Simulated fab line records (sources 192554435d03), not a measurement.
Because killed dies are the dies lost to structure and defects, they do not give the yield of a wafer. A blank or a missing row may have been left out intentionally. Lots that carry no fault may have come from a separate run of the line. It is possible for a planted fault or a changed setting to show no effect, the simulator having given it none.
Split-lot study / flow n5_finfet / 7 lots, 21 wafers read, on a route of 1938 steps

## THE SPLIT
At N5_BEOL_M12_PEB_08 (peb time 90 s), the setting peb_time_s was moved away from the recipe's 90 s on 5 of the 21 wafers read, by -12.6% to +10.4%. All remaining wafers had this setting at the recipe value.

## FROM THE SPLIT TO THE READING: what the file shows between them, 2 steps
- N5_BEOL_M12_DEVELOP_09: develop time 45 s
- N5_BEOL_M12_HARDBAKE_14: time 120 s

## THE READING
Shown in nm: cd_nm at N5_BEOL_M12_CD_MEAS_10, with target cd 140 nm. Fault-free wafers of this fab line usually give 139.5 nm, standard deviation 1.4 nm.

wafer=L077.1; tool, chamber at the split=litho_track-02, 0; peb_time_s as run, s=90; against the recipe=recipe; cd_nm, nm=140.2; against lot-mates on the recipe=-
wafer=L077.2; tool, chamber at the split=litho_track-02, 0; peb_time_s as run, s=80.79; against the recipe=-10.2%; cd_nm, nm=136.8; against lot-mates on the recipe=-3.3
wafer=L077.4; tool, chamber at the split=litho_track-02, 0; peb_time_s as run, s=90; against the recipe=recipe; cd_nm, nm=140.0; against lot-mates on the recipe=-
wafer=L082.1; tool, chamber at the split=litho_track-02, 0; peb_time_s as run, s=78.67; against the recipe=-12.6%; cd_nm, nm=136.0; against lot-mates on the recipe=-4.5
wafer=L082.4; tool, chamber at the split=litho_track-02, 0; peb_time_s as run, s=90; against the recipe=recipe; cd_nm, nm=140.8; against lot-mates on the recipe=-
wafer=L082.5; tool, chamber at the split=litho_track-02, 0; peb_time_s as run, s=90; against the recipe=recipe; cd_nm, nm=140.2; against lot-mates on the recipe=-
wafer=L086.2; tool, chamber at the split=litho_track-02, 0; peb_time_s as run, s=82.36; against the recipe=-8.5%; cd_nm, nm=136.1; against lot-mates on the recipe=-2.0
wafer=L086.5; tool, chamber at the split=litho_track-02, 0; peb_time_s as run, s=90; against the recipe=recipe; cd_nm, nm=138.2; against lot-mates on the recipe=-
wafer=L086.6; tool, chamber at the split=litho_track-02, 0; peb_time_s as run, s=90; against the recipe=recipe; cd_nm, nm=137.9; against lot-mates on the recipe=-
wafer=L085.1; tool, chamber at the split=litho_track-02, 0; peb_time_s as run, s=90; against the recipe=recipe; cd_nm, nm=140.4; against lot-mates on the recipe=-
wafer=L085.3; tool, chamber at the split=litho_track-02, 0; peb_time_s as run, s=99.39; against the recipe=+10.4%; cd_nm, nm=142.6; against lot-mates on the recipe=+2.2
wafer=L085.4; tool, chamber at the split=litho_track-02, 0; peb_time_s as run, s=99.39; against the recipe=+10.4%; cd_nm, nm=142.8; against lot-mates on the recipe=+2.4
wafer=L089.1; tool, chamber at the split=litho_track-05, 0; peb_time_s as run, s=90; against the recipe=recipe; cd_nm, nm=138.9; against lot-mates on the recipe=-
wafer=L089.3; tool, chamber at the split=litho_track-05, 0; peb_time_s as run, s=90; against the recipe=recipe; cd_nm, nm=138.0; against lot-mates on the recipe=-
wafer=L089.4; tool, chamber at the split=litho_track-05, 0; peb_time_s as run, s=90; against the recipe=recipe; cd_nm, nm=138.6; against lot-mates on the recipe=-
wafer=L092.2; tool, chamber at the split=litho_track-02, 0; peb_time_s as run, s=90; against the recipe=recipe; cd_nm, nm=136.5; against lot-mates on the recipe=-
wafer=L092.4; tool, chamber at the split=litho_track-02, 0; peb_time_s as run, s=90; against the recipe=recipe; cd_nm, nm=137.1; against lot-mates on the recipe=-
wafer=L092.6; tool, chamber at the split=litho_track-02, 0; peb_time_s as run, s=90; against the recipe=recipe; cd_nm, nm=138.6; against lot-mates on the recipe=-
wafer=L094.3; tool, chamber at the split=litho_track-02, 0; peb_time_s as run, s=90; against the recipe=recipe; cd_nm, nm=142.5; against lot-mates on the recipe=-
wafer=L094.5; tool, chamber at the split=litho_track-02, 0; peb_time_s as run, s=90; against the recipe=recipe; cd_nm, nm=140.3; against lot-mates on the recipe=-
wafer=L094.6; tool, chamber at the split=litho_track-02, 0; peb_time_s as run, s=90; against the recipe=recipe; cd_nm, nm=139.7; against lot-mates on the recipe=-

FIT RESULTS
A straight line over all 21 wafers: cd_nm changes by +0.299 nm for each +1% of peb_time_s; r = +0.76; the points scatter about the line by 1.4 nm.
The same after taking each lot's own level away (the mean of its wafers on the recipe; 21 wafers): +0.278 nm for each +1%; r = +0.91; scatter 0.7 nm.
That fit puts the effect of the largest move of peb_time_s on the reading at 3.5 nm.
From 137.40 to 140.83 nm: that is the span of the lots' own levels, equal to 2.5 times the standard deviation above.
So the lot-to-lot level blurs the effect unless lot-mates are compared.
Check: with one of the wafers moved furthest among these (-12.6%) left out of the fit, the line predicts -3.2 nm for it against its lot-mates. Against them it came out at -4.5 nm.

## THE OTHER SPLITS THESE WAFERS WENT THROUGH
Note: prior to the reading, these wafers also went through further splits. Each is held against what the fit with the lots' levels taken away leaves over:
other split on the same wafers=N5_BEOL_M8_DESCUM_33 time_s; wafers away from the commonest value=6; r with cd_nm (lot level and that fit taken away)=-0.20
other split on the same wafers=N5_BEOL_M10_ETCH_41 source_w; wafers away from the commonest value=4; r with cd_nm (lot level and that fit taken away)=+0.06
other split on the same wafers=N5_BEOL_M11_COAT_63 spin_rpm; wafers away from the commonest value=5; r with cd_nm (lot level and that fit taken away)=-0.08
other split on the same wafers=N5_BEOL_M11_COAT_64 spin_rpm; wafers away from the commonest value=3; r with cd_nm (lot level and that fit taken away)=+0.06

## THE FILE'S OWN FIT
cd_nm changes by +0.295 nm for each +1% of peb_time_s, r = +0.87.
